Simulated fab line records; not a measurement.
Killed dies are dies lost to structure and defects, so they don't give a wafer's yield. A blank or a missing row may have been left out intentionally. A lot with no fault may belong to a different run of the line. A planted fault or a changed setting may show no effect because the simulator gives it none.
3 desks looking at one fault -- flow n5Finfet -- every desk sees just its own numbers, and what lay behind them comes last

## THE DEFECT DESK
What the inspections along the route counted, lot by lot: means of the sampled wafers that have a number. A lot is out of limits, marked OUT, if its mean lies more than 4 standard deviations from the usual mean; the brackets give that distance.
Columns: A = rawDefectCount at N5_MOL_CONTACT_COAG_INSPECT_97, usual 47
lot,first seen here,A
L759,day 5 10:08,38
L760,day 5 23:44,52
L761,day 6 11:18,46
L765,day 7 09:34,36
L767,day 7 13:44,59
L768,day 7 20:37,68
L777,day 10 00:18,54
L780,day 10 13:49,38
L781,day 11 00:23,28
L782,day 11 06:12,51
Result from this desk: across the 10 lots, nothing is out of limits.

## TOOL OWNER'S DESK, pecvd-04
The tool's own readings at N5_BEOL_M0_SAQP_PECVD_03 (deposits SiCN from 3MS/NH3, target thk 12 nm, time 21.1 s): means of the sampled wafers that have a number, for each lot that ran on this tool. A lot is out of limits, marked OUT, if its mean lies more than 4 standard deviations from the usual mean; the brackets give that distance.
Columns: A = chamberPressureTorr at N5_BEOL_M0_SAQP_PECVD_03, usual 3.000 Torr; B = runLengthS at N5_BEOL_M0_SAQP_PECVD_03, usual 51.2 s; C = showerheadPlenumPTorr at N5_BEOL_M0_SAQP_PECVD_03, usual 3.665 Torr; D = showerheadVppV at N5_BEOL_M0_SAQP_PECVD_03, usual 842 V; E = throttleValvePct at N5_BEOL_M0_SAQP_PECVD_03, usual 9.0 %
lot,first seen here,A,B,C,D,E
L761,day 6 12:30,2.994,51.5,3.668,841,8.9
L765,day 7 10:26,2.997,51.1,3.674,819,8.9
L767,day 7 15:35,2.997,53.5,3.656,847,8.8
L768,day 7 21:28,3.002,54.5 (+5.8) OUT,3.666,798,9.1
L780,day 10 15:10,2.993,51.0,3.671,841,8.9
L781,day 11 01:38,3.011,50.8,3.671,822,9.1
L782,day 11 07:39,2.999,51.4,3.674,844,9.1
This desk finds L768 out of limits, L768 being first, at day 7 21:28 (runLengthS at N5_BEOL_M0_SAQP_PECVD_03). In limits: L761, L765, L767, L780, L781, L782.

## METROLOGY DESK
What the gauges read for every lot (on any tool): the sampled wafers with a number, averaged. A lot is out of limits, marked OUT, if its mean lies more than 4 standard deviations from the usual mean; the brackets give that distance. 7 of its 10 readings are shown, namely those furthest out on some lot.
Columns: A = DIBL_N at N5_BEOL_M4_RC_MEAS_101, usual 37.3 mV/V; B = DIBL_P at N5_BEOL_M4_RC_MEAS_101, usual 37.4 mV/V; C = IOFF_N at N5_BEOL_M4_RC_MEAS_101, usual 0.18 nA/um; D = IOFF_P at N5_BEOL_M4_RC_MEAS_101, usual 0.25 nA/um; E = SS_N at N5_BEOL_M4_RC_MEAS_101, usual 71.8 mV/dec; F = SS_P at N5_BEOL_M4_RC_MEAS_101, usual 73.6 mV/dec; G = VT_P at N5_BEOL_M4_RC_MEAS_101, usual -248 mV
lot,first seen here,A,B,C,D,E,F,G
L759,day 7 19:43,39.6,38.4,0.22,0.30,71.8,73.6,-244
L760,day 8 14:34,36.8,37.0,0.16,0.26,71.8,73.8,-246
L761,day 8 21:56,34.5,34.1,0.14,0.21,71.0,73.2,-248
L765,day 9 22:19,34.6,33.6,0.13,0.21,70.8,74.0,-250
L767,day 10 00:09,39.2,38.0,0.21,0.28,72.0,73.8,-244
L768,day 10 02:01,40.4,42.0,0.24,0.31,72.4,74.8,-246
L777,day 12 10:14,37.9,37.9,0.18,0.22,71.9,73.4,-251
L780,day 13 07:53,38.7,39.5,0.20,0.26,72.6,73.9,-250
L781,day 13 12:40,37.3,37.8,0.17,0.24,72.2,74.0,-250
L782,day 13 13:46,36.7,35.3,0.17,0.26,71.3,73.1,-245
Result from this desk: across the 10 lots, nothing is out of limits.

## TAKEN TOGETHER
At day 7 21:28, on L768, the tool owner's desk was in a position to raise an alarm.
The defect desk saw nothing out of limits.
From the metrology desk's view, nothing was out of limits.
The defect desk has L768 on record, within its limits.
The metrology desk has L768 on record, within its limits.
N5_BEOL_M0_SAQP_PECVD_03 was run on pecvd-04 by each of the lots named.

## WHAT WAS PUT IN BY THE SIMULATOR
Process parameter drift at N5_BEOL_M0_SAQP_PECVD_03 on pecvd-04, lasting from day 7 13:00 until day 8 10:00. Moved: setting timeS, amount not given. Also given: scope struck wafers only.
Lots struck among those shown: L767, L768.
Each desk's first reading out of limits, in hours after the fault started: the tool owner's desk, 8.
